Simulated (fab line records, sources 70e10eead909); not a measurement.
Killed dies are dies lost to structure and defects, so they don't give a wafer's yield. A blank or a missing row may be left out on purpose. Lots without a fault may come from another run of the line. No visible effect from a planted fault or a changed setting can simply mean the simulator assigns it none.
fab line records ; flow nand_harc
record: lots: 10; wafers: 30; last_day: 26
route steps=1159 shown P_STI@87 P_GATE@146 END@1159
lots untouched by any fault: they come from a run of this same line in which no faults occurred
start_h: the number of hours between the record's first day and the start of the first shown wafer of the lot ; wait_h: how many hours have passed since the lot's step before this one ; " unchanged from the row above ; L1.1+2: a single row standing in for several wafers ; - value missing, or start not given ; * or withheld: withheld ; < > ~ a bound
route shown NAME@n: NAME is a module with steps in the file, n the number in the route of the first one ; usual: average and standard deviation across the fault-free wafers ; same: alike in all rows ; chamber/n: place in a boat ; sites: readings site by site ; _std_site: their standard deviation ; _edge_site: outer sites' mean less inner sites' ; radius_mm: for every site, how far away it sits from the centre of the wafer ; mask NAME#n: copy n ; behind: the most recent tool/chamber to have shaped the wafer ; hold: why the lot was held/for how many hours/how that ended ; device: whichever transistor did not switch (one of n, p or np) ; end of line: the same wafers' tests at the end of the route ; a step with no rows: only its recipe ; killed: not the wafer's yield, but the dies lost to structure and defects at the first sort ; map: a wafer's dies, marking killed ones x, the rest . and places with no die _
set.NAME: the setting as run; set.NAME@STEP: as run at that earlier step ; model.NAME: the simulator's own value behind a step, which no gauge read
the route's steps for a sample of lots (tables are steps, rows are wafers)
services: from which hour (start_h, from the record's first day; less than 0 if before it) a tool's chamber was out of use, for how many hours, and why
== steps ==
step: NHARC_P_STI_DESCUM_14
recipe: time_s: 3; o2_flow_sccm: 200; ar_flow_sccm: 0; bias_power_w: 0; chemistry: O2
usual: chamber_pressure_mTorr: 60.00/0.05; drypump_motor_current_A: 5.9/0.37; oes_product_au: 0.997/0.012; rf_vpp_V: 57.9/0.77; showerhead_plenum_p_Torr: 1.95/0.082; throttle_valve_pct: 11.312/0.0086
lot.wafer;tool;chamber;start_h;wait_h;chamber_pressure_mTorr;drypump_motor_current_A;oes_product_au;rf_hours_counter_h;rf_vpp_V;showerhead_plenum_p_Torr;throttle_valve_pct
L802.3;rie_diel-09;0;59.67;-;60.01;5.3;0.986;8.9;58.4;2.00;11.316
L802.5;rie_diel-09;2;59.67;-;60.09;6.2;0.990;-;59.1;2.03;11.300
L802.6;rie_diel-09;3;59.67;-;60.01;5.5;0.988;-;56.0;2.03;11.311
L803.3;rie_diel-03;1;59.79;-;59.98;5.7;1.004;0.6;58.6;2.03;11.313
L803.1;rie_diel-03;0;59.79;-;60.03;6.3;0.993;0.5;58.3;1.91;11.314
L803.5;rie_diel-03;1;59.79;-;59.98;5.7;1.002;-;56.5;2.03;11.336
L805.1;rie_diel-02;3;71.71;-;59.92;6.0;1.002;2.3;57.5;1.80;11.312
L805.4;rie_diel-02;2;71.71;-;60.06;5.4;0.981;-;57.9;1.89;11.298
L805.5;rie_diel-02;0;71.71;-;59.95;5.7;1.004;-;57.8;1.95;11.315
L809.1;rie_diel-03;3;95.24;-;59.90;5.6;1.008;1.3;59.5;1.94;11.323
L809.3;rie_diel-03;0;95.24;-;59.98;6.3;1.004;1.6;59.0;1.91;11.318
L809.6;rie_diel-03;0;95.24;-;59.91;6.3;0.992;-;57.9;1.91;11.311
L812.1;rie_diel-02;3;109.83;-;60.04;6.1;0.979;3.0;57.8;1.80;11.315
L812.3;rie_diel-02;0;109.83;-;59.99;5.6;1.006;2.7;58.3;1.95;11.312
L812.5;rie_diel-02;0;109.83;-;60.01;5.7;1.005;-;57.2;1.95;11.317
L811.2;rie_diel-09;2;110.00;-;60.01;6.2;0.984;2.3;57.5;2.03;11.299
L811.4;rie_diel-09;0;110.00;-;59.99;5.3;0.997;2.7;58.1;2.00;11.300
L811.3;rie_diel-09;1;110.00;-;59.89;6.6;0.982;2.0;57.2;1.99;11.323
L813.1;rie_diel-09;3;120.79;-;59.94;5.5;1.000;3.5;57.5;2.03;11.325
L813.2;rie_diel-09;0;120.79;-;59.99;5.3;0.994;3.8;57.5;2.00;11.311
L813.6;rie_diel-09;2;120.79;-;59.97;6.2;0.998;-;59.2;2.03;11.308
L815.1;rie_diel-03;1;132.11;-;59.93;5.7;1.017;3.1;58.5;2.03;11.310
L815.3;rie_diel-03;2;132.11;-;60.00;5.8;1.009;2.8;56.7;1.80;11.315
L815.6;rie_diel-03;2;132.11;-;60.12;5.8;1.007;-;58.1;1.80;11.317
L818.4;rie_diel-09;0;152.42;-;59.93;5.3;0.990;5.1;57.5;2.00;11.314
L818.5;rie_diel-09;1;152.42;-;60.11;6.6;0.978;-;57.4;1.98;11.321
L818.6;rie_diel-09;2;152.42;-;60.00;6.2;0.983;-;57.7;2.03;11.296
L821.3;rie_diel-03;3;167.16;-;60.00;5.6;1.013;4.1;59.1;1.94;11.313
L821.5;rie_diel-03;1;167.16;-;59.94;5.7;1.023;-;58.4;2.03;11.312
L821.6;rie_diel-03;2;167.16;-;59.94;5.8;1.010;-;56.4;1.80;11.316
step: NHARC_P_STI_ETCH_42
recipe: target_depth_a: 800; overetch_a: 240; time_s: 61; ion_energy_ev: 200; n2_flow_sccm: 150; h2_flow_sccm: 150; ar_flow_sccm: 0; rf_w: 400; bias_w: 150; chemistry: N2/H2
usual: chamber_pressure_mTorr: 30.001/0.03; drypump_motor_current_A: 5.9/0.39; h2_flow_sccm: 150.0/0.48; oes_product_au: 0.999/0.012; rf_vpp_V: 431.7/2.4; showerhead_plenum_p_Torr: 2.08/0.085; throttle_valve_pct: 14.171/0.0082
lot.wafer;tool;chamber;start_h;wait_h;chamber_pressure_mTorr;drypump_motor_current_A;h2_flow_sccm;oes_product_au;rf_hours_counter_h;rf_vpp_V;showerhead_plenum_p_Torr;throttle_valve_pct
L802.3;rie_diel-09;1;59.74;0.1;29.982;6.6;150.1;1.012;8.6;432.3;2.12;14.171
L802.6;rie_diel-09;1;59.74;0.1;29.984;6.6;150.2;1.013;-;432.9;2.12;14.156
L802.5;rie_diel-09;2;59.74;0.1;30.019;6.2;150.1;0.981;-;434.8;2.17;14.171
L803.1;rie_diel-03;1;59.89;0.1;30.051;5.7;150.5;1.016;0.6;434.0;2.17;14.182
L803.3;rie_diel-03;2;59.89;0.1;30.043;5.7;150.2;1.001;0.5;428.5;1.92;14.171
L803.5;rie_diel-03;1;59.89;0.1;30.064;5.7;150.4;1.012;-;435.2;2.17;14.168
L805.1;rie_diel-02;2;71.80;0.1;29.988;5.4;150.1;0.981;2.4;430.4;2.01;14.170
L805.4;rie_diel-02;3;71.80;0.1;29.977;6.1;149.7;1.000;-;427.0;1.92;14.161
L805.5;rie_diel-02;0;71.80;0.1;30.047;5.7;149.2;1.006;-;431.4;2.08;14.173
L809.3;rie_diel-03;0;95.33;0.1;29.962;6.3;150.1;0.991;1.6;431.2;2.04;14.168
L809.1;rie_diel-03;2;95.33;0.1;30.004;5.8;150.5;0.999;1.5;426.4;1.92;14.170
L809.6;rie_diel-03;1;95.33;0.1;29.997;5.7;150.2;1.011;-;433.3;2.17;14.162
L812.3;rie_diel-02;3;109.91;0.1;30.004;6.1;151.1;0.996;3.0;426.9;1.92;14.163
L812.1;rie_diel-02;2;109.91;0.1;30.033;5.4;148.5;0.989;2.9;429.1;2.01;14.189
L812.5;rie_diel-02;3;109.91;0.1;29.958;6.0;150.7;0.985;-;427.3;1.92;14.180
L811.3;rie_diel-09;1;110.08;0.1;30.060;6.5;150.2;0.995;2.0;431.3;2.12;14.163
L811.4;rie_diel-09;2;110.08;0.1;29.983;6.2;149.6;1.000;2.3;433.2;2.16;14.174
L811.2;rie_diel-09;3;110.08;0.1;29.984;5.5;150.9;1.007;2.3;433.0;2.16;14.176
L813.2;rie_diel-09;2;120.86;0.1;30.010;6.2;150.3;0.986;3.6;434.4;2.16;14.162
L813.1;rie_diel-09;0;120.86;0.1;29.948;5.3;150.1;0.990;3.8;432.7;2.13;14.161
L813.6;rie_diel-09;3;120.86;0.1;29.971;5.5;150.4;1.002;-;432.1;2.16;14.168
L815.3;rie_diel-03;1;132.20;0.1;30.043;5.8;150.1;1.021;3.1;433.6;2.17;14.166
L815.1;rie_diel-03;0;132.20;0.1;29.993;6.3;149.7;1.004;3.0;431.2;2.04;14.180
L815.6;rie_diel-03;2;132.20;0.1;30.029;5.8;149.8;1.004;-;427.4;1.92;14.171
L818.4;rie_diel-09;1;152.49;0.1;29.986;6.6;150.0;0.997;4.6;432.3;2.12;14.169
L818.6;rie_diel-09;0;152.49;0.1;30.007;5.3;149.9;0.983;-;432.4;2.13;14.155
L818.5;rie_diel-09;1;152.49;0.1;29.974;6.6;150.2;0.980;-;432.0;2.12;14.174
L821.3;rie_diel-03;2;167.23;0.1;29.950;5.8;150.2;1.014;4.4;426.8;1.91;14.172
L821.5;rie_diel-03;2;167.23;0.1;29.993;5.8;149.6;1.008;-;427.2;1.91;14.170
L821.6;rie_diel-03;3;167.23;0.1;29.955;5.6;149.6;1.010;-;430.0;2.07;14.170
step: NHARC_P_GATE_HM_OPEN_105
recipe: target_depth_a: 3600; o2_flow_sccm: 400; cos_flow_sccm: 20; ar_flow_sccm: 0; rf_w: 500; bias_w: 300; chemistry: O2/COS
usual: chamber_pressure_mTorr: 20.002/0.019; drypump_motor_current_A: 5.8/0.48; oes_product_au: 0.995/0.0096; rf_vpp_V: 467.8/2.8; showerhead_plenum_p_Torr: 3.16/0.12; throttle_valve_pct: 28.329/0.0095
lot.wafer;tool;chamber;start_h;wait_h;chamber_pressure_mTorr;drypump_motor_current_A;oes_product_au;rf_hours_counter_h;rf_vpp_V;showerhead_plenum_p_Torr;throttle_valve_pct
L803.3;rie_diel-13;3;111;-;20.032;6.2;0.989;1;469.4;3.25;28.315
L803.1;rie_diel-13;0;111;-;19.953;5.6;0.990;2;468.8;3.14;28.346
L803.5;rie_diel-13;3;111;-;20.025;6.2;0.981;-;471.6;3.26;28.333
L802.3;rie_diel-11;2;111;-;19.995;5.5;0.992;36;463.3;2.94;28.325
L802.6;rie_diel-11;0;111;-;19.988;5.8;1.002;-;469.2;3.19;28.320
L802.5;rie_diel-11;1;111;-;20.016;5.5;1.004;-;469.6;3.29;28.327
L805.1;rie_diel-07;0;130;-;20.001;6.7;0.991;25;465.2;3.04;28.334
L805.4;rie_diel-07;1;130;-;19.982;4.7;0.997;20;467.0;3.06;28.333
L805.5;rie_diel-07;3;130;-;19.976;5.6;1.014;-;471.7;3.36;28.337
L809.1;rie_diel-13;3;150;-;20.004;6.2;0.983;9;469.5;3.25;28.343
L809.3;rie_diel-13;0;150;-;19.998;5.6;1.001;9;466.9;3.14;28.314
L809.6;rie_diel-13;0;150;-;20.014;5.6;0.997;-;468.8;3.14;28.309
L811.4;rie_diel-11;0;167;-;19.996;5.8;1.004;57;468.6;3.18;28.319
L811.3;rie_diel-11;1;167;-;20.002;5.5;0.997;58;470.7;3.28;28.336
L811.2;rie_diel-11;2;167;-;20.044;5.5;0.990;57;462.2;2.93;28.320
L812.3;rie_diel-13;3;167;-;19.991;6.2;0.986;12;469.9;3.25;28.335
L812.1;rie_diel-13;2;167;-;20.011;6.1;1.008;12;464.8;2.98;28.311
L812.5;rie_diel-13;0;167;-;20.007;5.6;0.532;-;468.3;3.14;28.333
L813.1;rie_diel-07;2;175;-;20.025;5.9;0.986;22;470.2;3.28;28.335
L813.2;rie_diel-07;0;175;-;20.000;6.7;0.991;40;465.8;3.04;28.339
L813.6;rie_diel-07;1;175;-;19.981;4.7;0.982;-;465.2;3.06;28.316
L815.1;rie_diel-13;0;187;-;20.025;5.6;0.532;15;467.2;3.14;28.343
L815.3;rie_diel-13;2;187;-;20.019;6.0;0.991;14;464.3;2.98;28.321
L815.6;rie_diel-13;0;187;-;19.999;5.6;0.533;-;466.7;3.14;28.333
L818.4;rie_diel-11;2;206;-;19.974;5.5;0.998;2;462.0;2.92;28.314
L818.5;rie_diel-11;2;206;-;20.031;5.5;0.989;-;461.4;2.92;28.318
L818.6;rie_diel-11;3;206;-;20.049;6.6;0.999;-;468.8;3.21;28.328
L821.3;rie_diel-11;1;222;-;19.976;5.5;0.988;8;470.2;3.27;28.330
L821.6;rie_diel-11;3;222;-;20.027;6.6;1.009;-;468.1;3.21;28.330
L821.5;rie_diel-11;0;222;-;20.015;5.8;0.994;-;469.5;3.17;28.330
step: NHARC_P_GATE_DESCUM_48
recipe: time_s: 3; o2_flow_sccm: 200; ar_flow_sccm: 0; bias_power_w: 0; chemistry: O2
usual: chamber_pressure_mTorr: 59.99/0.053; drypump_motor_current_A: 5.8/0.5; oes_product_au: 0.997/0.0086; rf_vpp_V: 57.9/0.89; showerhead_plenum_p_Torr: 1.94/0.078; throttle_valve_pct: 11.311/0.01
lot.wafer;tool;chamber;start_h;wait_h;chamber_pressure_mTorr;drypump_motor_current_A;oes_product_au;rf_hours_counter_h;rf_vpp_V;showerhead_plenum_p_Torr;throttle_valve_pct
L802.3;rie_diel-11;0;125.01;-;59.96;5.8;1.000;41;57.9;1.96;11.310
L802.6;rie_diel-11;0;125.01;-;59.99;5.8;1.011;-;57.5;1.96;11.305
L802.5;rie_diel-11;1;125.01;-;59.96;5.5;0.995;-;57.7;2.02;11.305
L803.3;rie_diel-07;1;125.43;-;59.94;4.7;0.992;17;57.6;1.88;11.301
L803.1;rie_diel-07;3;125.43;-;60.10;5.5;1.011;21;57.9;2.07;11.314
L803.5;rie_diel-07;1;125.43;-;59.99;4.7;0.998;-;58.4;1.88;11.326
L805.1;rie_diel-13;0;142.29;-;59.95;5.5;0.998;7;57.6;1.93;11.290
L805.4;rie_diel-13;2;142.29;-;60.00;6.0;1.005;8;57.9;1.83;11.297
L805.5;rie_diel-13;0;142.29;-;60.00;5.5;1.001;-;57.6;1.93;11.313
L809.3;rie_diel-13;3;162.10;-;59.98;6.2;0.992;12;58.7;2.00;11.301
L809.1;rie_diel-13;0;162.10;-;59.93;5.6;1.000;12;58.6;1.92;11.323
L809.6;rie_diel-13;2;162.10;-;59.99;6.0;1.000;-;56.0;1.82;11.327
L811.3;rie_diel-13;1;179.29;-;59.89;5.2;0.988;13;56.9;1.96;11.326
L811.4;rie_diel-13;2;179.29;-;59.99;6.0;1.002;13;57.1;1.82;11.305
L811.2;rie_diel-13;0;179.29;-;60.06;5.5;1.001;13;57.5;1.92;11.313
L812.1;rie_diel-13;1;179.76;-;60.01;5.2;1.006;13;59.7;1.96;11.309
L812.3;rie_diel-13;3;179.76;-;59.96;6.2;0.986;13;57.1;2.00;11.320
L812.5;rie_diel-13;0;179.76;-;60.04;5.6;0.995;-;57.3;1.92;11.296
L813.1;rie_diel-13;2;187.17;-;60.00;6.0;0.998;14;56.3;1.82;11.305
L813.2;rie_diel-13;3;187.17;-;60.01;6.2;0.990;14;58.3;2.00;11.320
L813.6;rie_diel-13;3;187.17;-;59.98;6.2;0.996;-;57.8;2.00;11.305
L815.3;rie_diel-07;2;199.62;-;60.02;6.0;1.006;33;59.5;2.01;11.312
L815.1;rie_diel-07;0;199.62;-;60.07;6.6;1.016;50;57.1;1.85;11.306
L815.6;rie_diel-07;1;199.62;-;59.94;4.7;0.997;-;58.1;1.87;11.297
L818.4;rie_diel-07;2;218.14;-;59.99;6.0;0.987;38;57.5;2.01;11.320
L818.5;rie_diel-07;1;218.14;-;60.02;4.7;0.992;-;57.1;1.87;11.316
L818.6;rie_diel-07;2;218.14;-;60.00;5.9;0.996;-;58.9;2.01;11.308
L821.3;rie_diel-11;2;234.63;-;59.99;5.5;1.000;13;57.3;1.78;11.305
L821.6;rie_diel-11;3;234.63;-;59.96;6.6;1.012;-;57.5;1.97;11.295
L821.5;rie_diel-11;0;234.63;-;60.02;5.9;1.002;-;56.6;1.94;11.309
step: NHARC_END_SORT_01
recipe: temp_c: 25
usual: killed_at_array: 27/12; killed_at_other: 0.9/1.1; killed_at_periphery: 3.2/2.4; killed_dies: 31/12; killed_open: 3.3/1.7; killed_short: 2.0/1.6
same: gross_dies: 677
lot.wafer;tool;chamber;start_h;wait_h;killed_at_array;killed_at_other;killed_at_periphery;killed_dies;killed_open;killed_short
L812.1;prober-01;0;579.11;2.5;23;1;1;25;3;2
L812.3;prober-01;0;580.73;3.1;30;0;0;30;5;1
L812.5;prober-01;0;582.34;3.7;24;1;652;677;3;3
L815.1;prober-02;0;602.48;2.5;29;3;645;677;4;2
L815.3;prober-02;0;604.07;3.1;33;1;2;36;4;0
L815.6;prober-02;0;606.46;4.0;26;1;650;677;3;2
killed by level:class
L812.1 A_CHANNEL_HOLE_D1:chamber_film_flake=17 A_STAIRCASE:chamber_film_flake=2 P_GATE:geometric_particle:open=1 A_ONON_D1:geometric_particle:short=1 A_SGD_CUT:geometric_particle:open=1 A_WL_FILL:geometric_particle:short=1 STARTING-WAFER:geometric_particle:open=1 A_CONTACT:chamber_film_flake=1
L812.3 A_CHANNEL_HOLE_D1:chamber_film_flake=17 A_STAIRCASE:chamber_film_flake=4 A_CONTACT:geometric_particle:open=3 A_WL_FILL:geometric_particle:open=2 A_CONTACT:geometric_particle:short=1 A_WL_FILL:chamber_film_flake=1 A_CONTACT:chamber_film_flake=1 A_BLC:chamber_film_flake=1
L812.5 P_GATE:area_open=652 A_CHANNEL_HOLE_D1:chamber_film_flake=13 A_CHANNEL_HOLE_D1:geometric_particle:short=2 A_WL_FILL:chamber_film_flake=2 A_WL_FILL:geometric_particle:open=1 A_CONTACT:geometric_particle:open=1 A_BLC:geometric_particle:open=1 A_M1:geometric_particle:short=1
L815.1 P_GATE:area_open=642 A_SLIT:chamber_film_flake=11 A_CHANNEL_HOLE_D1:chamber_film_flake=6 A_CONTACT:chamber_film_flake=4 A_CONTACT:geometric_particle:open=2 A_STAIRCASE:chamber_film_flake=2 THIN_TSV:chamber_film_flake=2 P_GATE:geometric_particle:open=1
L815.3 A_SLIT:chamber_film_flake=17 A_CHANNEL_HOLE_D1:chamber_film_flake=10 A_CONTACT:chamber_film_flake=2 P_CONTACT:geometric_particle:open=1 P_M0:geometric_particle:open=1 A_CHANNEL_FILL_D1:geometric_particle:open=1 A_CONTACT:geometric_particle:open=1 A_STAIRCASE:chamber_film_flake=1
L815.6 P_GATE:area_open=647 A_SLIT:chamber_film_flake=10 A_CHANNEL_HOLE_D1:chamber_film_flake=6 A_CONTACT:chamber_film_flake=5 P_M0:geometric_particle:open=1 P_BONDPAD:geometric_particle:open=1 A_ONON_D1:geometric_particle:short=1 A_CONTACT:geometric_particle:open=1
== services ==
tool;chamber;start_h;hours;kind
rie_diel-09;-;35.74;0.2;repair
rie_diel-03;-;38.32;9.0;pm
rie_diel-02;1;44.71;31.6;repair
rie_diel-09;-;49.84;0.6;repair
rie_diel-07;-;51.26;9.0;pm
rie_diel-03;3;60.57;4.8;repair
rie_diel-07;3;67.88;2.8;repair
rie_diel-09;-;77.10;9.0;pm
rie_diel-02;2;78.44;7.1;repair
rie_diel-07;2;80.06;34.2;repair
rie_diel-13;-;99.00;9.0;pm
rie_diel-07;1;102.82;16.8;repair
rie_diel-02;-;150.70;9.0;pm
rie_diel-11;3;174.31;11.6;repair
rie_diel-11;1;181.20;9.2;repair
rie_diel-11;-;189.54;9.0;pm
rie_diel-03;-;198.44;2.1;repair
rie_diel-07;3;199.25;7.7;repair
rie_diel-09;2;203.33;9.9;repair
rie_diel-09;3;205.37;12.2;repair
rie_diel-03;0;215.06;3.3;repair
rie_diel-03;-;215.32;9.0;pm
rie_diel-13;0;225.81;19.4;repair
rie_diel-07;-;228.26;9.0;pm
== key ==
first_sign: step: NHARC_P_GATE_HM_OPEN_105; reading: oes_product_au; direction: down; sigmas: 48; usual: 0.995; struck: 0.532
effect: step: NHARC_END_SORT_01; reading: killed_at_periphery; direction: up; sigmas: 99+; usual: 3.2; struck: 649
more_kills_born_at: NHARC_P_GATE_HM_OPEN_105@rie_diel-13: 1941
met_at NHARC_P_GATE_HM_OPEN_105
struck_lots L812,L815
struck_wafers L812.5,L815.1,L815.6
later_rows_left_out L812.5,L815.1,L815.6
tester_left_out L812,L815
not_acting_at NHARC_P_STI_DESCUM_14,NHARC_P_STI_ETCH_42,NHARC_P_GATE_DESCUM_48
onset_between 150 167
fault: kind: process_parameter_drift; tool: rie_diel-13; chamber: 0; onset_h: 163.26; steps: NHARC_P_GATE_HM_OPEN_105; channel: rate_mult; offset: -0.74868; shape: step; end_h: 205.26
tester_left_out: of these lots the tester's yield and bins aren't shown, on N5 and GAA mostly nor the transistor test; their killed dies are dies lost to structure and defects alone, not to doping, threshold or leakage, so they don't give the yield
later_rows_left_out: the simulator's readings of these wafers behind a module that went badly wrong aren't trusted and aren't shown, but for the sort
